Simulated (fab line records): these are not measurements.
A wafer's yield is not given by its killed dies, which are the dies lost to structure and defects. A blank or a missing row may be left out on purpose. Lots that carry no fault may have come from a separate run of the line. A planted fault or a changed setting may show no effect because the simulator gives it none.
A struck lot beside a sound one || flow nand-harc || 15 out of 1159 route steps
Sound: the wafers L385.1, L385.4, L385.6. The struck wafers were L386.4, L386.5, L386.6. The cause is given at the end.
For every step that has rows: the tool of each side, followed by ch and its chambers, followed by its first start. Under that, the readings that differ: sound wafers || struck wafers || difference of the means || sigmas: that difference in standard deviations of wafers without a fault.
alike: same words and numbers on both sides, and readings whose means sit less than 2 such deviations apart. not compared: any withheld reading, any reading some wafer has no value for, any bound like >300 that may hide the same value, and any number with overlapping values for which the record gives no deviation.
The two part at a step that has a row with sigmas, a row that says differs or no value, or rows on one side only. When numbers do not overlap yet have no deviation, they are printed without sigmas and do not part them. A reading that every wafer of one side lacks parts them only if that side has two wafers or more.

NHARC_P_CONTACT_INSPECT_14:
  sound on defect-inspect-02, day 5 20:50; struck on defect-inspect-02, day 5 20:36
  alike: raw-defect-count
NHARC_P_CONTACT_DESCUM_17: chemistry O2, time 3 s.
  sound on rie-diel-07 ch 0,1,3, day 5 20:57; struck on rie-diel-10 ch 0,3, day 5 20:40
  alike: chamber-pressure-mTorr, drypump-motor-current-A, oes-product-au, rf-vpp-V, showerhead-plenum-p-Torr, throttle-valve-pct
  not compared: rf-hours-counter-h
then, 1 step without rows for these wafers: NHARC_P_CONTACT_ETCH_35 (etches the open film in CF4, target depth 39 nm, time 65 s).
NHARC_P_CONTACT_ETCH_36: etches the open film in N2/H2, target depth 260 nm, time 406.25 s.
  sound: rie-diel-07 ch 1,2; struck: rie-diel-10 ch 1,2,3
  alike: chamber-pressure-mTorr, drypump-motor-current-A, n2-flow-sccm, oes-product-au, rf-vpp-V, showerhead-plenum-p-Torr, throttle-valve-pct
  not compared: rf-hours-counter-h
NHARC_P_CONTACT_ETCH_18: etches the open film in C4F8/O2/Ar, target depth 481 nm, time 240.5 s.
  sound: rie-diel-07 ch 0,1; struck: rie-diel-10 ch 0,3
  alike: chamber-pressure-mTorr, oes-product-au, rf-vpp-V
  not compared: rf-hours-counter-h
then, 2 steps without rows for these wafers: NHARC_P_CONTACT_STRIP_37 (strips in C4F8/O2/Ar); NHARC_P_CONTACT_ETCH_31 (etches the open film in CH3F/O2, target depth 30 nm, time 85.7 s).
NHARC_P_CONTACT_CD_MEAS_19:
  sound on cd-sem-03, day 5 21:52; struck on cd-sem-02, day 5 21:35
  alike: cd-nm
NHARC_P_CONTACT_STRIP_28: strips in O2.
  sound on rie-diel-07 ch 0,3, day 5 21:59; struck on rie-diel-07 ch 0,1, day 5 21:39
  alike: chamber-pressure-mTorr, drypump-motor-current-A, oes-product-au, rf-vpp-V, showerhead-plenum-p-Torr, throttle-valve-pct
  not compared: rf-hours-counter-h
then, 1 step without rows for these wafers: NHARC_P_CONTACT_STRIP_29 (strips in post etch residue remover, time 1200 s).
NHARC_P_CONTACT_DEGAS_38: time 60 s.
  sound on pvd-sputter-03, day 5 22:38; struck on pvd-sputter-03, day 5 22:17
  alike: heater-power-w
then, 1 step without rows for these wafers: NHARC_P_CONTACT_PRE_CLEAN_39 (time 19.5 s).
NHARC_P_CONTACT_PVD_32: deposits Ti, target thk 5 nm, time 17.7 s.
  sound on pvd-sputter-03, day 5 22:46; struck on pvd-sputter-03, day 5 22:41
  alike: cathode-dc-power-W, throttle-valve-pct
then, 1 step without rows for these wafers: NHARC_P_CONTACT_ALD_22 (deposits TiN, target thk 3 nm, pulse time 1 s, ald cycles 150).
NHARC_END_SORT_01:
  the record has rows for the sound wafers here (prober-01 ch 0, day 20 04:20) and none for the struck ones

WHERE THEY PART
At NHARC_END_SORT_01 and nowhere else, as far as this record goes.

WHY: the cause the simulator had injected
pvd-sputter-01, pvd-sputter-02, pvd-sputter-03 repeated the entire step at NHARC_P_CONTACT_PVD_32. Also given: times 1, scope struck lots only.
